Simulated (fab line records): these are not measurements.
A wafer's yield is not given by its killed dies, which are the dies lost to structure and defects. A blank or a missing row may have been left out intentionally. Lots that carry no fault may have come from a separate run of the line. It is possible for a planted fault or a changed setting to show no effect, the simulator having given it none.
Lot-split experiment + flow n5_finfet + 39 wafers read across 7 lots, on a route 1938 steps long

THE SPLIT ITSELF
At N5_DUMMY_GATE_ETCH_31 (etches SiO2 in C4F6/O2, target depth 82.5 nm, time 27.5 s), the setting target_depth_a was moved away from the recipe's 825 angstrom on 18 of the 39 wafers read, by -54.5% to +55.4%. All remaining wafers had this setting at the recipe value.

The reading comes from the split's own step.

THE READING
SOC_of_DUMMY_GATE_COAT_34.thk_nm (the simulator's own value, which no gauge read), in nm, at N5_DUMMY_GATE_ETCH_31 (etches SiO2 in C4F6/O2, target depth 82.5 nm, time 27.5 s). The file gives no usual value for it. The 21 wafers here that ran the recipe average 51.8 nm, standard deviation 0.3 nm.

| wafer  | tool, chamber at the split | target_depth_a as run, angstrom | against the recipe | SOC_of_DUMMY_GATE_COAT_34.thk_nm, nm | against lot-mates on the recipe |
|--------|----------------------------|---------------------------------|--------------------|--------------------------------------|---------------------------------|
| L074.1 | rie_diel-06, 1             | 1041                            | +26.2%             | 49.4                                 | -2.6                            |
| L074.2 | rie_diel-06, 3             | 825                             | recipe             | 51.8                                 | -                               |
| L074.3 | rie_diel-06, 2             | 1041                            | +26.2%             | 50                                   | -2.0                            |
| L074.4 | rie_diel-06, 1             | 1041                            | +26.2%             | 49.6                                 | -2.4                            |
| L074.5 | rie_diel-06, 2             | 825                             | recipe             | 52.2                                 | -                               |
| L074.6 | rie_diel-06, 3             | 825                             | recipe             | 52                                   | -                               |
| L076.1 | rie_diel-06, 3             | 375.6                           | -54.5%             | 56.2                                 | +4.1                            |
| L076.2 | rie_diel-06, 2             | 825                             | recipe             | 52.2                                 | -                               |
| L076.3 | rie_diel-06, 1             | 375.6                           | -54.5%             | 56.4                                 | +4.3                            |
| L076.4 | rie_diel-06, 2             | 825                             | recipe             | 52.2                                 | -                               |
| L076.5 | rie_diel-06, 1             | 825                             | recipe             | 52                                   | -                               |
| L076.6 | rie_diel-06, 3             | 375.6                           | -54.5%             | 56.2                                 | +4.1                            |
| L081.1 | rie_diel-01, 1             | 1236                            | +49.8%             | 47.4                                 | -4.1                            |
| L081.2 | rie_diel-01, 3             | 825                             | recipe             | 51.6                                 | -                               |
| L081.3 | rie_diel-01, 2             | 1236                            | +49.8%             | 47.8                                 | -3.7                            |
| L081.4 | rie_diel-01, 0             | 1236                            | +49.8%             | 47.4                                 | -4.1                            |
| L081.5 | rie_diel-01, 0             | 825                             | recipe             | 51.6                                 | -                               |
| L081.6 | rie_diel-01, 3             | 825                             | recipe             | 51.4                                 | -                               |
| L086.1 | rie_diel-03, 3             | 1090                            | +32.1%             | 48.8                                 | -2.5                            |
| L086.2 | rie_diel-03, 1             | 1090                            | +32.1%             | 48.4                                 | -2.9                            |
| L086.3 | rie_diel-03, 2             | 825                             | recipe             | 51.4                                 | -                               |
| L086.4 | rie_diel-03, 1             | 825                             | recipe             | 51.2                                 | -                               |
| L086.5 | rie_diel-03, 3             | 825                             | recipe             | 51.4                                 | -                               |
| L086.6 | rie_diel-03, 2             | 1090                            | +32.1%             | 48.8                                 | -2.5                            |
| L087.1 | rie_diel-03, 3             | 581.7                           | -29.5%             | 54.2                                 | +2.7                            |
| L087.2 | rie_diel-03, 1             | 581.7                           | -29.5%             | 54.2                                 | +2.7                            |
| L087.3 | rie_diel-03, 2             | 581.7                           | -29.5%             | 54.4                                 | +2.9                            |
| L087.4 | rie_diel-03, 1             | 825                             | recipe             | 51.4                                 | -                               |
| L087.5 | rie_diel-03, 2             | 825                             | recipe             | 51.6                                 | -                               |
| L087.6 | rie_diel-03, 3             | 825                             | recipe             | 51.6                                 | -                               |
| L089.1 | rie_diel-01, 1             | 825                             | recipe             | 51.8                                 | -                               |
| L089.4 | rie_diel-01, 2             | 825                             | recipe             | 52                                   | -                               |
| L089.6 | rie_diel-01, 2             | 825                             | recipe             | 52                                   | -                               |
| L092.1 | rie_diel-01, 2             | 1282                            | +55.4%             | 47.4                                 | -4.4                            |
| L092.2 | rie_diel-01, 1             | 825                             | recipe             | 52                                   | -                               |
| L092.3 | rie_diel-01, 3             | 1282                            | +55.4%             | 47.4                                 | -4.4                            |
| L092.4 | rie_diel-01, 0             | 825                             | recipe             | 51.8                                 | -                               |
| L092.5 | rie_diel-01, 1             | 825                             | recipe             | 51.6                                 | -                               |
| L092.6 | rie_diel-01, 0             | 1282                            | +55.4%             | 47.8                                 | -4.0                            |

FIT RESULTS
A straight line over all 39 wafers: SOC_of_DUMMY_GATE_COAT_34.thk_nm changes by -0.0826 nm for each +1% of target_depth_a; r = -0.99; the points scatter about the line by 0.3 nm.
The same after taking each lot's own level away (the mean of its wafers on the recipe; 39 wafers): -0.08 nm for each +1%; r = -1.00; scatter 0.21 nm.
Per that fit: largest target_depth_a move, reading shift of 4.4 nm.
Measured against the standard deviation above, the lots' own levels, which go from 51.33 to 52.13 nm, span 2.7 times it.
Hence the lot-to-lot level has little effect on the slope; both slopes agree.
Check: for one of the wafers moved furthest among these (+55.4%), held out of the fit, the line's prediction against its lot-mates is -4.44 nm. It came out at -4.4 nm against them.

OTHER SPLITS ON THESE WAFERS
Note: prior to the reading, these wafers also went through further splits. Each is held against what the fit with the lots' levels taken away leaves over:
| other split on the same wafers                    | wafers away from the commonest value | r with SOC_of_DUMMY_GATE_COAT_34.thk_nm (lot level and that fit taken away) |
|---------------------------------------------------|--------------------------------------|-----------------------------------------------------------------------------|
| N5_PMOS_HMC_CHANNEL_EPI_DEVELOP_08 develop_time_s | 12                                   | +0.23                                                                       |

THE WHOLE CHAIN: every reading that the file lists as answering this split, in the file's order
| step                  | what it does                                                   | reading                                                                           | change (the file's fit)                                                              | r (the file's) |
|-----------------------|----------------------------------------------------------------|-----------------------------------------------------------------------------------|--------------------------------------------------------------------------------------|----------------|
| N5_DUMMY_GATE_ETCH_31 | etches SiO2 in C4F6/O2, target depth 82.5 nm, time 27.5 s      | etch.depth_nm (the simulator's own value, which no gauge read)                    | +0.813 nm for each +1% of the setting                                                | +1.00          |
| N5_DUMMY_GATE_ETCH_31 | etches SiO2 in C4F6/O2, target depth 82.5 nm, time 27.5 s      | SOC_of_DUMMY_GATE_COAT_34.thk_nm (the simulator's own value, which no gauge read) | -0.08 nm for each +1% of the setting                                                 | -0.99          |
| N5_DUMMY_GATE_ETCH_44 | etches poly-Si in HBr/O2, stops on SiO2, target depth 127.5 nm | oes_product_au                                                                    | not straight: 0.371 at the lowest setting, 0.724 at the recipe, 0.722 at the highest | not given      |

FILE'S OWN FIT
SOC_of_DUMMY_GATE_COAT_34.thk_nm changes by -0.08 nm for each +1% of target_depth_a, r = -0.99.
